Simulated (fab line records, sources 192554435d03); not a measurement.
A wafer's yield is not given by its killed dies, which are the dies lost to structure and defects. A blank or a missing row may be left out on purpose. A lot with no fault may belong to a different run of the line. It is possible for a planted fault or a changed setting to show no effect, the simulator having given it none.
Which tool was responsible? || flow n5-finfet || 11 lots, 31 wafers sampled, at 5 steps of a route of 1938

WHAT THE GAUGES READ, wafer by wafer
N5_ZERO_LAYER_INSPECT_20: inspects for defects (darkfield). Usual: raw-defect-count reads 40 (standard deviation 17).
{"lot": "L876", "measured": "day 1 13:23", "on": "defect-inspect-02", "raw-defect-count": "60 22 32", "flag": ""}
{"lot": "L879", "measured": "day 2 07:23", "on": "defect-inspect-01", "raw-defect-count": "32 62 70", "flag": ""}
{"lot": "L881", "measured": "day 2 19:23", "on": "defect-inspect-02", "raw-defect-count": "17 30 33", "flag": ""}
{"lot": "L883", "measured": "day 3 07:16", "on": "defect-inspect-01", "raw-defect-count": "44 23 28", "flag": ""}
{"lot": "L885", "measured": "day 3 19:22", "on": "defect-inspect-02", "raw-defect-count": "50 31", "flag": ""}
{"lot": "L887", "measured": "day 4 07:33", "on": "defect-inspect-01", "raw-defect-count": "47 25", "flag": ""}
{"lot": "L889", "measured": "day 4 19:16", "on": "defect-inspect-02", "raw-defect-count": "21 17 29", "flag": ""}
{"lot": "L891", "measured": "day 5 07:29", "on": "defect-inspect-01", "raw-defect-count": "30 20 34", "flag": ""}
{"lot": "L893", "measured": "day 5 19:23", "on": "defect-inspect-01", "raw-defect-count": "22 40 48", "flag": ""}
{"lot": "L896", "measured": "day 6 13:25", "on": "defect-inspect-01", "raw-defect-count": "43 41 49", "flag": ""}
{"lot": "L899", "measured": "day 7 08:09", "on": "defect-inspect-02", "raw-defect-count": "34 48 46", "flag": ""}

N5_WELL_APT_OVL_MEAS_26. Usual: for PWELL_OVL the level is -2 nm and the standard deviation is 5.3.
{"lot": "L876", "measured": "day 1 15:08", "on": "overlay-02", "PWELL_OVL (nm)": "-1 -11 -7", "flag": ""}
{"lot": "L879", "measured": "day 2 09:05", "on": "overlay-01", "PWELL_OVL (nm)": "1 -6 2", "flag": ""}
{"lot": "L881", "measured": "day 2 21:07", "on": "overlay-02", "PWELL_OVL (nm)": "-14 -9 -11", "flag": ""}
{"lot": "L883", "measured": "day 3 09:20", "on": "overlay-02", "PWELL_OVL (nm)": "-9 -1 -6", "flag": ""}
{"lot": "L885", "measured": "day 3 20:56", "on": "overlay-02", "PWELL_OVL (nm)": "0 -7", "flag": ""}
{"lot": "L887", "measured": "day 4 09:10", "on": "overlay-02", "PWELL_OVL (nm)": "-5 2", "flag": ""}
{"lot": "L889", "measured": "day 4 20:50", "on": "overlay-01", "PWELL_OVL (nm)": "0 4 2", "flag": ""}
{"lot": "L891", "measured": "day 5 09:14", "on": "overlay-02", "PWELL_OVL (nm)": "0 0 2", "flag": ""}
{"lot": "L893", "measured": "day 5 20:58", "on": "overlay-01", "PWELL_OVL (nm)": "-3 -4 -4", "flag": ""}
{"lot": "L896", "measured": "day 6 15:08", "on": "overlay-02", "PWELL_OVL (nm)": "0 7 4", "flag": ""}
{"lot": "L899", "measured": "day 7 09:37", "on": "overlay-01", "PWELL_OVL (nm)": "-8 -8 -9", "flag": ""}

N5_PMOS_HMC_CHANNEL_EPI_THK_MEAS_22. Usual: for HMC_CMP_THK the level is 54.8 nm and the standard deviation is 1.2.
{"lot": "L876", "measured": "day 1 19:38", "on": "film-metro-01", "HMC_CMP_THK (nm)": "51.9 52.4 53.0", "flag": ""}
{"lot": "L879", "measured": "day 2 15:19", "on": "film-metro-01", "HMC_CMP_THK (nm)": "53.0 54.1 53.4", "flag": ""}
{"lot": "L881", "measured": "day 3 02:40", "on": "film-metro-01", "HMC_CMP_THK (nm)": "56.4 55.3 54.9", "flag": ""}
{"lot": "L883", "measured": "day 3 14:33", "on": "film-metro-01", "HMC_CMP_THK (nm)": "56.9 55.1 55.8", "flag": ""}
{"lot": "L885", "measured": "day 4 01:42", "on": "film-metro-02", "HMC_CMP_THK (nm)": "54.6 54.3", "flag": ""}
{"lot": "L887", "measured": "day 4 14:20", "on": "film-metro-02", "HMC_CMP_THK (nm)": "53.8 54.5", "flag": ""}
{"lot": "L889", "measured": "day 5 01:55", "on": "film-metro-01", "HMC_CMP_THK (nm)": "55.9 56.9 56.3", "flag": ""}
{"lot": "L891", "measured": "day 5 14:17", "on": "film-metro-02", "HMC_CMP_THK (nm)": "55.4 54.7 55.1", "flag": ""}
{"lot": "L893", "measured": "day 6 01:37", "on": "film-metro-02", "HMC_CMP_THK (nm)": "53.6 53.0 53.8", "flag": ""}
{"lot": "L896", "measured": "day 6 20:40", "on": "film-metro-01", "HMC_CMP_THK (nm)": "53.8 53.9 53.8", "flag": ""}
{"lot": "L899", "measured": "day 7 14:47", "on": "film-metro-02", "HMC_CMP_THK (nm)": "55.8 56.4 55.0", "flag": ""}

N5_BEOL_M4_RC_MEAS_101. Usual: DIBL_N 37.0 mV/V, standard deviation 2.3; DIBL_P 37.3 mV/V, standard deviation 2.8; IOFF_N 0.17 nA/um, standard deviation 0.046; IOFF_P 0.23 nA/um, standard deviation 0.054; ION_N 675 uA/um, standard deviation 14; ION_P 460 uA/um, standard deviation 9.3; SS_N 71.7 mV/dec, standard deviation 0.73; SS_P 73.6 mV/dec, standard deviation 0.95; VT_N 249 mV, standard deviation 3.9; VT_P -250 mV, standard deviation 3.9.
{"lot": "L876", "measured": "day 7 23:18", "on": "prober-02", "DIBL_N (mV/V)": "40.3 37.1 43.8", "DIBL_P (mV/V)": "40.9 35.4 44.8", "IOFF_N (nA/um)": "0.23 0.15 0.36", "IOFF_P (nA/um)": "0.31 0.21 0.42", "ION_N (uA/um)": "680 676 712", "ION_P (uA/um)": "471 464 478", "SS_N (mV/dec)": "72.2 71.3 73.7", "SS_P (mV/dec)": "74.8 73.7 76.2", "VT_N (mV)": "243 251 240", "VT_P (mV)": "-246 -251 -243", "flag": ""}
{"lot": "L879", "measured": "day 8 22:55", "on": "prober-02", "DIBL_N (mV/V)": "37.5 36.0 41.5", "DIBL_P (mV/V)": "37.8 36.8 43.3", "IOFF_N (nA/um)": "0.18 0.16 0.27", "IOFF_P (nA/um)": "0.19 0.18 0.28", "ION_N (uA/um)": "682 676 694", "ION_P (uA/um)": "454 453 461", "SS_N (mV/dec)": "72.0 71.0 73.1", "SS_P (mV/dec)": "73.1 73.5 75.4", "VT_N (mV)": "248 249 244", "VT_P (mV)": "-252 -254 -246", "flag": ""}
{"lot": "L881", "measured": "day 9 09:13", "on": "prober-01", "DIBL_N (mV/V)": "36.5 34.8 40.1", "DIBL_P (mV/V)": "38.2 36.0 43.2", "IOFF_N (nA/um)": "0.19 0.14 0.28", "IOFF_P (nA/um)": "0.25 0.21 0.37", "ION_N (uA/um)": "691 653 701", "ION_P (uA/um)": "469 455 483", "SS_N (mV/dec)": "72.1 71.9 72.7", "SS_P (mV/dec)": "73.1 71.4 74.5", "VT_N (mV)": "246 251 242", "VT_P (mV)": "-247 -248 -242", "flag": ""}
{"lot": "L883", "measured": "day 9 17:25", "on": "prober-01", "DIBL_N (mV/V)": "38.8 38.9 37.1", "DIBL_P (mV/V)": "39.2 40.6 38.9", "IOFF_N (nA/um)": "0.20 0.21 0.19", "IOFF_P (nA/um)": "0.20 0.22 0.21", "ION_N (uA/um)": "683 690 679", "ION_P (uA/um)": "455 460 456", "SS_N (mV/dec)": "72.3 72.4 71.8", "SS_P (mV/dec)": "74.2 74.7 74.2", "VT_N (mV)": "248 246 247", "VT_P (mV)": "-256 -253 -255", "flag": ""}
{"lot": "L885", "measured": "day 10 06:52", "on": "prober-02", "DIBL_N (mV/V)": "35.7 41.2", "DIBL_P (mV/V)": "35.0 42.4", "IOFF_N (nA/um)": "0.15 0.27", "IOFF_P (nA/um)": "0.23 0.37", "ION_N (uA/um)": "677 700", "ION_P (uA/um)": "468 473", "SS_N (mV/dec)": "71.5 73.1", "SS_P (mV/dec)": "73.0 74.4", "VT_N (mV)": "250 244", "VT_P (mV)": "-246 -243", "flag": ""}
{"lot": "L887", "measured": "day 10 19:25", "on": "prober-01", "DIBL_N (mV/V)": "37.4 37.1", "DIBL_P (mV/V)": "35.9 36.5", "IOFF_N (nA/um)": "0.17 0.15", "IOFF_P (nA/um)": "0.19 0.20", "ION_N (uA/um)": "670 650", "ION_P (uA/um)": "458 450", "SS_N (mV/dec)": "71.4 71.0", "SS_P (mV/dec)": "73.9 72.9", "VT_N (mV)": "247 252", "VT_P (mV)": "-251 -251", "flag": ""}
{"lot": "L889", "measured": "day 11 10:53", "on": "prober-02", "DIBL_N (mV/V)": "36.1 33.9 37.1", "DIBL_P (mV/V)": "38.2 34.1 38.5", "IOFF_N (nA/um)": "0.19 0.14 0.23", "IOFF_P (nA/um)": "0.28 0.21 0.30", "ION_N (uA/um)": "668 673 694", "ION_P (uA/um)": "459 458 469", "SS_N (mV/dec)": "71.0 70.5 71.8", "SS_P (mV/dec)": "74.4 72.7 74.5", "VT_N (mV)": "243 251 241", "VT_P (mV)": "-245 -250 -245", "flag": ""}
{"lot": "L891", "measured": "day 12 11:37", "on": "prober-01", "DIBL_N (mV/V)": "36.8 39.9 36.6", "DIBL_P (mV/V)": "37.9 41.1 36.6", "IOFF_N (nA/um)": "0.16 0.19 0.16", "IOFF_P (nA/um)": "0.22 0.27 0.19", "ION_N (uA/um)": "677 679 673", "ION_P (uA/um)": "459 466 457", "SS_N (mV/dec)": "71.4 72.4 71.0", "SS_P (mV/dec)": "72.9 74.2 73.1", "VT_N (mV)": "249 248 248", "VT_P (mV)": "-250 -249 -252", "flag": ""}
{"lot": "L893", "measured": "day 12 22:21", "on": "prober-02", "DIBL_N (mV/V)": "33.5 36.2 37.3", "DIBL_P (mV/V)": "30.7 35.0 35.0", "IOFF_N (nA/um)": "0.10 0.14 0.16", "IOFF_P (nA/um)": "0.13 0.18 0.18", "ION_N (uA/um)": "640 664 666", "ION_P (uA/um)": "440 452 448", "SS_N (mV/dec)": "71.0 71.2 72.1", "SS_P (mV/dec)": "72.3 73.1 73.3", "VT_N (mV)": "257 250 250", "VT_P (mV)": "-258 -254 -253", "flag": ""}
{"lot": "L896", "measured": "day 13 14:05", "on": "prober-01", "DIBL_N (mV/V)": "38.3 36.8 37.2", "DIBL_P (mV/V)": "39.4 38.0 38.0", "IOFF_N (nA/um)": "0.20 0.17 0.18", "IOFF_P (nA/um)": "0.24 0.21 0.22", "ION_N (uA/um)": "673 671 666", "ION_P (uA/um)": "456 455 455", "SS_N (mV/dec)": "71.8 72.3 71.8", "SS_P (mV/dec)": "73.6 72.9 73.7", "VT_N (mV)": "247 250 248", "VT_P (mV)": "-251 -252 -250", "flag": ""}
{"lot": "L899", "measured": "day 14 06:08", "on": "prober-01", "DIBL_N (mV/V)": "37.3 37.0 33.1", "DIBL_P (mV/V)": "38.5 38.7 34.3", "IOFF_N (nA/um)": "0.16 0.17 0.10", "IOFF_P (nA/um)": "0.18 0.18 0.13", "ION_N (uA/um)": "675 675 656", "ION_P (uA/um)": "450 449 445", "SS_N (mV/dec)": "72.0 71.9 70.3", "SS_P (mV/dec)": "74.2 73.9 72.1", "VT_N (mV)": "252 251 256", "VT_P (mV)": "-257 -256 -258", "flag": ""}

EACH LOT AND THE TOOL THAT RAN IT (in order: tool; ch and the chambers of the sampled wafers; start)
{"lot": "L876", "N5_PMOS_HMC_CHANNEL_EPI_COAT_31": "litho-track-04 ch 0, day 1 17:04"}
{"lot": "L879", "N5_PMOS_HMC_CHANNEL_EPI_COAT_31": "litho-track-02 ch 0, day 2 12:11"}
{"lot": "L881", "N5_PMOS_HMC_CHANNEL_EPI_COAT_31": "litho-track-03 ch 0, day 2 23:42"}
{"lot": "L883", "N5_PMOS_HMC_CHANNEL_EPI_COAT_31": "litho-track-02 ch 0, day 3 11:08"}
{"lot": "L885", "N5_PMOS_HMC_CHANNEL_EPI_COAT_31": "litho-track-02 ch 0, day 3 22:58"}
{"lot": "L887", "N5_PMOS_HMC_CHANNEL_EPI_COAT_31": "litho-track-04 ch 0, day 4 11:29"}
{"lot": "L889", "N5_PMOS_HMC_CHANNEL_EPI_COAT_31": "litho-track-02 ch 0, day 4 22:56"}
{"lot": "L891", "N5_PMOS_HMC_CHANNEL_EPI_COAT_31": "litho-track-02 ch 0, day 5 11:19"}
{"lot": "L893", "N5_PMOS_HMC_CHANNEL_EPI_COAT_31": "litho-track-04 ch 0, day 5 22:54"}
{"lot": "L896", "N5_PMOS_HMC_CHANNEL_EPI_COAT_31": "litho-track-03 ch 0, day 6 17:07"}
{"lot": "L899", "N5_PMOS_HMC_CHANNEL_EPI_COAT_31": "litho-track-04 ch 0, day 7 11:36"}
- N5_PMOS_HMC_CHANNEL_EPI_COAT_31: time 60 s, resist thk 66 nm.

AS READ BY THE TOOLS THEMSELVES (means over the sampled wafers that have a number; for cases with no such wafer, the mark the record gives instead)
N5_PMOS_HMC_CHANNEL_EPI_COAT_31. Usual: spin-speed-rpm reads 1500.0 rpm (standard deviation 0.87).
{"lot": "L876", "tool": "litho-track-04", "spin-speed-rpm (rpm)": 1499.7, "flag": ""}
{"lot": "L879", "tool": "litho-track-02", "spin-speed-rpm (rpm)": 1500.6, "flag": ""}
{"lot": "L881", "tool": "litho-track-03", "spin-speed-rpm (rpm)": 1500.3, "flag": ""}
{"lot": "L883", "tool": "litho-track-02", "spin-speed-rpm (rpm)": 1499.0, "flag": ""}
{"lot": "L885", "tool": "litho-track-02", "spin-speed-rpm (rpm)": 1500.8, "flag": ""}
{"lot": "L887", "tool": "litho-track-04", "spin-speed-rpm (rpm)": 1499.9, "flag": ""}
{"lot": "L889", "tool": "litho-track-02", "spin-speed-rpm (rpm)": 1638.5, "flag": "OFF"}
{"lot": "L891", "tool": "litho-track-02", "spin-speed-rpm (rpm)": 1639.5, "flag": "OFF"}
{"lot": "L893", "tool": "litho-track-04", "spin-speed-rpm (rpm)": 1499.8, "flag": ""}
{"lot": "L896", "tool": "litho-track-03", "spin-speed-rpm (rpm)": 1500.1, "flag": ""}
{"lot": "L899", "tool": "litho-track-04", "spin-speed-rpm (rpm)": 1500.0, "flag": ""}

THE ANSWER, worked out from the rows above alone
Rule: a lot counts as off when the mean over its wafers that have a number is more than 3 standard deviations away from the usual mean. Also off: a lot with no number at a reading for which 4 or more lots have one. The other lots that the step has rows for count as sound. After the gauges, taken in route order, come the tools' own readings; for these a lot's mean is taken, as printed above. At the first step where some lot is off, the reading lying furthest off is the one used; lots without a number count as furthest.
Off: L889, L891 (N5_PMOS_HMC_CHANNEL_EPI_COAT_31, spin-speed-rpm).
If a tool, at that step or one of the process steps before it, ran each lot that is off and ran no sound lot following the first of them, it fits. One fits: N5_PMOS_HMC_CHANNEL_EPI_COAT_31 on litho-track-02. A fault onset in the window from L885 (day 3 22:58, its last sound lot) to L889 (day 4 22:56, its first lot off) fits.
The tool's own readings at N5_PMOS_HMC_CHANNEL_EPI_COAT_31 bear it out: on the lots that are off they differ by more than 5 times the standard deviation of the sound lots' means. spin-speed-rpm reads 1639.0 rpm there against 1500.0 rpm on the sound lots.

WHAT THE SIMULATOR PUT IN
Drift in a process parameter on litho-track-02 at N5_PMOS_HMC_CHANNEL_EPI_COAT_31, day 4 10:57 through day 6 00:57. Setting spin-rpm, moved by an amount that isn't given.
Lots struck among those shown: L889, L891. The rule above reached the same finding.
